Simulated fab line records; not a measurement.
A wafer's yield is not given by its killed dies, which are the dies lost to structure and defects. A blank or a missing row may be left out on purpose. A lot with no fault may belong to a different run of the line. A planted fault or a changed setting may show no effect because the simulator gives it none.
fab line records	flow n5_finfet
record: lots: 12	wafers: 36	last_day: 20
route steps=1938 shown SDB@373 HKMG_FIN@386 PASSIVATION@1936
lots with no fault: from the same line, run without faults
start_h: hours from the record's opening day to when the first of the lot's shown wafers began	wait_h: hours since the lot's step before	" unchanged from the row above	L1.1+2: a single row standing in for several wafers	- no value present, or no start provided	* or withheld: withheld	< > ~ a bound
route shown NAME@n: a module of which the file shows steps, and the number in the route of the first	usual: average and standard deviation across the fault-free wafers	same: alike in all rows	chamber/n: place in a boat	sites: the reading at each site	_std_site: how widely they spread, as a standard deviation	_edge_site: outer sites' mean less inner sites'	radius_mm: how far each site lies from the wafer's centre	mask NAME#n: copy n	behind: the last tool/chamber to shape the wafer	hold: why the lot went on hold/how many hours it stayed there/how the hold came to an end	device: names the non-switching transistor (n, p or np)	end of line: tests of these same wafers at the route's end	a step with no rows: only its recipe	killed: dies that structure and defects cost at the first sort, which is not the same as the wafer's yield	map: a wafer's dies, marking killed ones x, the rest . and places with no die _
set.NAME: the run value of the setting; set.NAME@STEP: its run value at that earlier step	model.NAME: the simulator's own value behind a step, which no gauge read
steps of the route over a sample of lots; a table a step, a row a wafer
services: from which hour (start_h, from the record's first day; less than 0 if before it) a tool's chamber was out of use, for how many hours, and why
== steps ==
step: N5_SDB_ALD_29
recipe: material: SiNx	target_thk_a: 300	temp_c: 400	ald_precursor_family: SiH2I2	ald_co_reactant: N2/H2-plasma	pulse_time_s: 1	ald_cycles: 600	purge_time_s: 2	co_reactant_purge_time_s: 2	pressure_torr: 2
usual: heater_power_w: 855/80	precursor_pulse_height_rel: 1.000/0.018
lot.wafer	tool	chamber	start_h	wait_h	heater_power_w	precursor_pulse_height_rel
L783.2	ald_sin-03	0	68.43	0.0	880	1.006
L783.3	"	2	"	"	924	0.986
L783.5	"	2	69.79	1.4	930	0.959
L784.1	ald_sin-02	0	76.88	0.0	835	1.001
L784.5	"	3	78.23	1.4	943	1.011
L784.6	"	2	"	"	816	1.000
L785.2	ald_sin-04	1	80.93	0.0	683	0.993
L785.3	"	3	"	"	729	1.027
L785.5	"	2	82.28	1.4	777	0.968
L788.3	ald_sin-04	1	98.33	0.1	689	1.034
L788.5	"	3	99.68	1.4	749	0.997
L788.6	"	0	"	"	860	1.011
L790.2	ald_sin-04	1	111.76	0.0	696	0.989
L790.5	"	0	113.11	1.4	896	0.997
L790.6	"	1	"	"	695	0.999
L791.2	ald_sin-02	3	115.81	0.0	1007	0.999
L791.4	"	0	"	"	829	0.994
L791.5	"	0	117.17	1.4	850	0.987
L792.2	ald_sin-03	3	123.03	0.0	875	1.034
L792.5	"	0	124.39	1.4	874	1.004
L792.6	"	3	"	"	872	0.999
L800.2	ald_sin-04	3	169.03	0.5	740	0.998
L800.4	"	1	"	"	701	0.993
L800.6	"	0	170.38	1.8	897	0.982
L802.1	ald_sin-03	2	183.61	0.0	932	0.983
L802.2	"	3	"	"	885	0.995
L802.5	"	3	184.96	1.4	853	0.992
L803.2	ald_sin-02	1	188.23	0.5	749	1.010
L803.3	"	3	"	"	1002	1.009
L803.5	"	1	189.58	1.9	771	1.027
L805.1	ald_sin-03	3	199.67	0.0	885	0.992
L805.4	"	2	"	"	953	0.974
L805.6	"	3	201.02	1.4	859	1.018
L806.1	ald_sin-03	0	209.32	1.4	866	1.004
L806.4	"	2	"	"	931	0.971
L806.6	"	2	210.67	2.7	925	1.001
step: N5_HKMG_FIN_HK_ALD_01
recipe: material: HfO2	target_thk_a: 16	temp_c: withheld	ald_precursor_family: HfCl4	ald_co_reactant: H2O	pulse_time_s: 3	purge_time_s: 3	co_reactant_purge_time_s: 2.5	co_reactant_pulse_time_s: 0.3	ald_cycles: 30
usual: precursor_pulse_height_rel: 0.999/0.019
lot.wafer	tool	chamber	start_h	wait_h	precursor_pulse_height_rel
L783.2	ald_hk-03	0	72.08	0.0	1.031
L783.3	"	2	"	"	1.005
L783.5	"	1	"	"	1.004
L784.1	ald_hk-03	3	80.53	0.0	0.968
L784.5	"	2	"	"	1.044
L784.6	"	1	"	"	0.995
L785.2	ald_hk-02	2	84.58	0.0	1.007
L785.3	"	0	"	"	0.998
L785.5	"	3	"	"	0.994
L788.3	ald_hk-01	0	101.99	0.0	0.982
L788.5	"	2	"	"	0.960
L788.6	"	1	"	"	1.005
L790.2	ald_hk-03	2	115.54	0.0	0.996
L790.5	"	1	"	"	1.034
L790.6	"	0	"	"	0.978
L791.2	ald_hk-02	0	119.69	0.0	1.020
L791.4	"	2	"	"	1.004
L791.5	"	1	"	"	0.966
L792.2	ald_hk-01	2	126.73	0.0	0.990
L792.5	"	2	"	"	0.992
L792.6	"	1	"	"	1.004
L800.2	ald_hk-02	0	172.86	0.0	0.982
L800.4	"	3	"	"	1.013
L800.6	"	3	"	"	1.040
L802.1	ald_hk-02	3	187.32	0.0	1.021
L802.2	"	2	"	"	0.991
L802.5	"	0	"	"	0.988
L803.2	ald_hk-02	3	191.88	0.0	1.009
L803.3	"	1	"	"	1.019
L803.5	"	2	"	"	0.995
L805.1	ald_hk-02	3	203.46	0.0	0.981
L805.4	"	0	"	"	0.990
L805.6	"	3	"	"	1.018
L806.1	ald_hk-01	2	212.96	0.0	1.008
L806.4	"	3	"	"	1.011
L806.6	"	0	"	"	0.995
step: N5_HKMG_FIN_ALD_75
recipe: material: Al2O3	target_thk_a: 10	temp_c: 150	ald_precursor_family: TMA	ald_co_reactant: H2O	pulse_time_s: withheld	co_reactant_pulse_time_s: 1
usual: heater_power_w: 160/15	precursor_pulse_height_rel: 0.999/0.017
lot.wafer	tool	chamber	start_h	wait_h	heater_power_w	precursor_pulse_height_rel
L783.2	ald_hk-01	1	72.56	0.0	148	0.975
L783.3	"	3	"	"	147	1.017
L783.5	"	3	"	"	149	1.013
L784.1	ald_hk-01	1	81.13	0.0	154	1.019
L784.5	"	2	"	"	144	0.964
L784.6	"	1	"	"	144	0.985
L785.2	ald_hk-03	3	85.05	0.0	160	0.982
L785.3	"	2	"	"	135	0.989
L785.5	"	3	"	"	164	1.005
L788.3	ald_hk-02	1	102.49	0.0	151	0.988
L788.5	"	0	"	"	177	1.002
L788.6	"	1	"	"	145	0.976
L790.2	ald_hk-01	0	116.18	0.0	180	0.996
L790.5	"	3	"	"	145	0.994
L790.6	"	2	"	"	144	1.037
L791.2	ald_hk-03	1	120.25	0.0	169	0.991
L791.4	"	2	"	"	133	0.995
L791.5	"	0	"	"	177	0.991
L792.2	ald_hk-02	1	127.47	0.0	149	0.996
L792.5	"	1	"	"	145	1.008
L792.6	"	2	"	"	178	0.954
L800.2	ald_hk-03	3	173.56	0.1	166	1.002
L800.4	"	0	"	"	171	0.996
L800.6	"	2	"	"	132	0.982
L802.1	ald_hk-03	2	187.80	0.0	138	1.000
L802.2	"	0	"	"	178	1.023
L802.5	"	1	"	"	166	0.996
L803.2	ald_hk-03	0	192.36	0.0	173	1.004
L803.3	"	1	"	"	169	0.997
L803.5	"	1	"	"	166	0.991
L805.1	ald_hk-03	1	203.93	0.0	167	1.012
L805.4	"	2	"	"	132	1.030
L805.6	"	3	"	"	161	1.003
L806.1	ald_hk-02	1	213.44	0.0	146	0.992
L806.4	"	0	"	"	181	0.980
L806.6	"	0	"	"	183	0.956
step: N5_HKMG_FIN_COAT_41
recipe: resist: SOC	temp_c: 250	time_s: 60	spin_rpm: 1500	resist_thk_nm: 300
usual: spin_speed_rpm: 1500.1/1.1
lot.wafer	tool	chamber	start_h	wait_h	spin_speed_rpm
L783.2	litho_track-04	0	72.66	-	1501.1
L783.3	"	0	"	"	1499.9
L783.5	"	0	"	"	1500.3
L784.1	litho_track-01	0	81.23	-	1500.4
L784.5	"	0	"	"	1500.5
L784.6	"	0	"	"	1500.3
L785.2	litho_track-02	0	85.15	-	1499.7
L785.3	"	0	"	"	1500.1
L785.5	"	0	"	"	1502.1
L788.3	litho_track-04	0	102.59	-	1500.8
L788.5	"	0	"	"	1501.3
L788.6	"	0	"	"	1501.5
L790.2	litho_track-04	0	116.28	-	1499.5
L790.5	"	0	"	"	1498.7
L790.6	"	0	"	"	1497.6
L791.2	litho_track-02	0	120.35	-	1500.0
L791.4	"	0	"	"	1500.3
L791.5	"	0	"	"	1500.3
L792.2	litho_track-02	0	127.57	-	1501.7
L792.5	"	0	"	"	1501.3
L792.6	"	0	"	"	1501.4
L800.2	litho_track-02	0	173.73	-	1338.5
L800.4	"	0	"	"	1340.3
L800.6	"	0	"	"	1339.2
L802.1	litho_track-02	0	187.90	-	1337.5
L802.2	"	0	"	"	1338.0
L802.5	"	0	"	"	1337.7
L803.2	litho_track-01	0	192.46	-	1498.5
L803.3	"	0	"	"	1499.7
L803.5	"	0	"	"	1498.2
L805.1	litho_track-01	0	204.03	-	1499.6
L805.4	"	0	"	"	1498.8
L805.6	"	0	"	"	1499.5
L806.1	litho_track-04	0	213.54	-	1498.2
L806.4	"	0	"	"	1499.7
L806.6	"	0	"	"	1499.1
step: N5_PASSIVATION_PROBE_49
usual: killed_at_M0_to_M3: 36/11	killed_at_M4_up: 13/5.1	killed_at_contacts: 14/4.9	killed_at_front_end: 41/10	killed_at_other: 3.4/2.6	killed_dies: 107/16	killed_on_rim: 14/4	killed_open: 70/11	killed_short: 36/7.8
same: gross_dies: 1180	killed_at_back_side: 0
lot.wafer	tool	chamber	start_h	wait_h	killed_at_M0_to_M3	killed_at_M4_up	killed_at_contacts	killed_at_front_end	killed_at_other	killed_dies	killed_on_rim	killed_open	killed_short
L788.3	prober-02	-	334.78	0.1	55	11	12	30	0	108	11	79	29
L788.5	prober-02	-	334.88	0.2	33	9	16	39	2	99	14	76	22
L788.6	prober-02	-	334.93	0.3	29	16	23	26	1	95	12	60	35
L791.2	prober-01	-	340.26	0.1	43	12	18	35	2	110	14	73	37
L791.4	prober-01	-	340.36	0.2	30	10	14	19	3	76	11	52	22
L791.5	prober-01	-	340.41	0.2	27	11	14	42	4	98	14	66	30
L802.1	prober-01	-	461.03	0.0	36	15	8	42	4	105	9	67	36
L802.2	prober-01	-	461.08	0.1	39	15	5	31	0	90	16	57	31
L802.5	prober-01	-	461.23	0.2	47	19	17	37	3	123	9	80	40
L806.1	prober-01	-	465.15	0.1	53	18	8	38	0	117	18	67	45
L806.4	prober-01	-	465.30	0.2	35	17	13	28	0	93	10	65	26
L806.6	prober-01	-	465.40	0.3	30	13	11	51	3	108	17	63	36
killed by level:class
L788.3 BEOL_M0_SAQP:geometric_particle:open=21 BEOL_M0_SAQP:geometric_particle:short=13 STI_FIN_REVEAL:geometric_particle:open=12 MOL_CONTACT_COAG:geometric_particle:open=12 BEOL_M3:geometric_particle:open=8 BEOL_M2:geometric_particle:open=6 BEOL_M3:geometric_particle:short=4 FIN_SAQP:geometric_particle:open=3
L788.5 MOL_CONTACT_COAG:geometric_particle:open=14 STI_FIN_REVEAL:geometric_particle:open=12 FIN_SAQP:geometric_particle:open=11 BEOL_M3:geometric_particle:open=9 BEOL_M2:geometric_particle:open=6 BEOL_M0_SAQP:geometric_particle:open=5 STI_FIN_REVEAL:geometric_particle:short=4 GATE_CUT:geometric_particle:short=4
L788.6 MOL_CONTACT_COAG:geometric_particle:open=17 STI_FIN_REVEAL:geometric_particle:open=12 BEOL_M0_SAQP:geometric_particle:short=8 MOL_CONTACT_COAG:geometric_particle:short=6 BEOL_M3:geometric_particle:open=6 BEOL_M0_SAQP:geometric_particle:open=5 BEOL_M4:geometric_particle:open=5 STI_FIN_REVEAL:geometric_particle:short=3
L791.2 MOL_CONTACT_COAG:geometric_particle:open=16 BEOL_M0_SAQP:geometric_particle:short=14 FIN_SAQP:geometric_particle:open=13 BEOL_M0_SAQP:geometric_particle:open=8 BEOL_M2:geometric_particle:open=8 FIN_SAQP:geometric_particle:short=5 STI_FIN_REVEAL:geometric_particle:open=5 BEOL_M1:geometric_particle:open=5
L791.4 MOL_CONTACT_COAG:geometric_particle:open=10 BEOL_M1:geometric_particle:open=8 STI_FIN_REVEAL:geometric_particle:open=7 BEOL_M3:geometric_particle:open=7 MOL_CONTACT_COAG:geometric_particle:short=4 BEOL_M0_SAQP:geometric_particle:open=4 BEOL_M2:geometric_particle:open=4 BEOL_M4:geometric_particle:open=4
L791.5 STI_FIN_REVEAL:geometric_particle:open=18 MOL_CONTACT_COAG:geometric_particle:open=11 FIN_SAQP:geometric_particle:short=7 BEOL_M0_SAQP:geometric_particle:short=6 BEOL_M1:geometric_particle:open=6 BEOL_M3:geometric_particle:open=5 DUMMY_GATE:geometric_particle:open=3 GATE_CUT:geometric_particle:short=3
L802.1 STI_FIN_REVEAL:geometric_particle:open=12 BEOL_M0_SAQP:geometric_particle:short=10 MOL_CONTACT_COAG:geometric_particle:open=6 BEOL_M0_SAQP:geometric_particle:open=6 BEOL_M2:geometric_particle:open=6 DUMMY_GATE:geometric_particle:open=5 BEOL_M3:geometric_particle:open=5 BEOL_M4:geometric_particle:open=5
L802.2 BEOL_M0_SAQP:geometric_particle:short=12 BEOL_M0_SAQP:geometric_particle:open=11 STI_FIN_REVEAL:geometric_particle:open=8 DUMMY_GATE:geometric_particle:open=6 GATE_CUT:geometric_particle:open=5 MOL_CONTACT_COAG:geometric_particle:open=5 BEOL_M1:geometric_particle:open=5 BEOL_M0:geometric_particle:open=4
L802.5 MOL_CONTACT_COAG:geometric_particle:open=13 BEOL_M0_SAQP:geometric_particle:short=13 BEOL_M0_SAQP:geometric_particle:open=11 BEOL_M4:geometric_particle:open=8 STI_FIN_REVEAL:geometric_particle:open=8 BEOL_M3:geometric_particle:short=8 DUMMY_GATE:geometric_particle:open=7 FIN_SAQP:geometric_particle:short=6
L806.1 BEOL_M0_SAQP:geometric_particle:short=19 BEOL_M0_SAQP:geometric_particle:open=14 BEOL_M2:geometric_particle:open=8 MOL_CONTACT_COAG:geometric_particle:open=6 STI_FIN_REVEAL:geometric_particle:open=5 DUMMY_GATE:geometric_particle:open=5 BEOL_M5:geometric_particle:short=5 BEOL_M4:geometric_particle:open=5
L806.4 BEOL_M1:geometric_particle:open=12 MOL_CONTACT_COAG:geometric_particle:open=10 BEOL_M4:geometric_particle:open=7 DUMMY_GATE:geometric_particle:open=6 BEOL_M0_SAQP:geometric_particle:open=6 BEOL_M3:geometric_particle:open=5 BEOL_M0_SAQP:geometric_particle:short=5 FIN_SAQP:geometric_particle:short=4
L806.6 DUMMY_GATE:geometric_particle:open=14 MOL_CONTACT_COAG:geometric_particle:open=9 BEOL_M0_SAQP:geometric_particle:open=9 BEOL_M1:geometric_particle:open=7 HKMG_FIN:area_etch=6 FIN_SAQP:geometric_particle:open=4 FIN_SAQP:geometric_particle:short=4 BEOL_M5:geometric_particle:short=4
== services ==
tool	chamber	start_h	hours	kind
litho_track-02	-	52.75	-	consumable_replace:filter
litho_track-01	-	56.66	-	consumable_replace:filter
ald_sin-02	-	85.25	14.0	pm
ald_sin-02	0	85.25	14.0	vent_cycle
ald_sin-02	1	85.25	14.0	vent_cycle
ald_sin-02	2	85.25	14.0	vent_cycle
ald_sin-02	3	85.25	14.0	vent_cycle
ald_sin-02	0	99.25	-	clean
ald_sin-02	1	99.25	-	clean
ald_sin-03	3	134.81	2.6	repair
ald_sin-04	-	164.23	2.8	pm
ald_hk-02	-	167.58	1.5	repair
ald_sin-04	-	177.68	14.0	pm
ald_sin-04	0	177.68	23.5	vent_cycle
ald_sin-04	1	177.68	14.0	vent_cycle
ald_sin-04	2	177.68	14.0	vent_cycle
ald_sin-04	3	177.68	14.0	vent_cycle
litho_track-02	-	185.61	-	consumable_replace:filter
ald_sin-04	1	191.68	-	clean
ald_sin-04	2	191.68	-	clean
ald_sin-04	3	191.68	-	clean
ald_sin-04	-	202.99	58.4	repair
ald_hk-02	-	210.90	1.4	repair
ald_sin-03	1	212.90	5.8	repair
== key ==
first_sign: step: N5_HKMG_FIN_COAT_41	reading: spin_speed_rpm	direction: down	sigmas: 99+	usual: *	struck: *
effect none on later readings
met_at N5_HKMG_FIN_COAT_41
struck_lots L800,L802
tester_left_out L800,L802
not_acting_at N5_SDB_ALD_29,N5_HKMG_FIN_HK_ALD_01,N5_HKMG_FIN_ALD_75
onset_between 127.57 173.73
fault: kind: process_parameter_drift	tool: litho_track-02	chamber: -	onset_h: 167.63	steps: N5_HKMG_FIN_COAT_41	channel: spin_rpm	offset: *	shape: step	end_h: 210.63	acts_in: *	stated: *
tester_left_out: of these lots the tester's yield and bins aren't shown, on N5 and GAA mostly nor the transistor test; their killed dies are dies lost to structure and defects alone, not to doping, threshold or leakage, so they don't give the yield
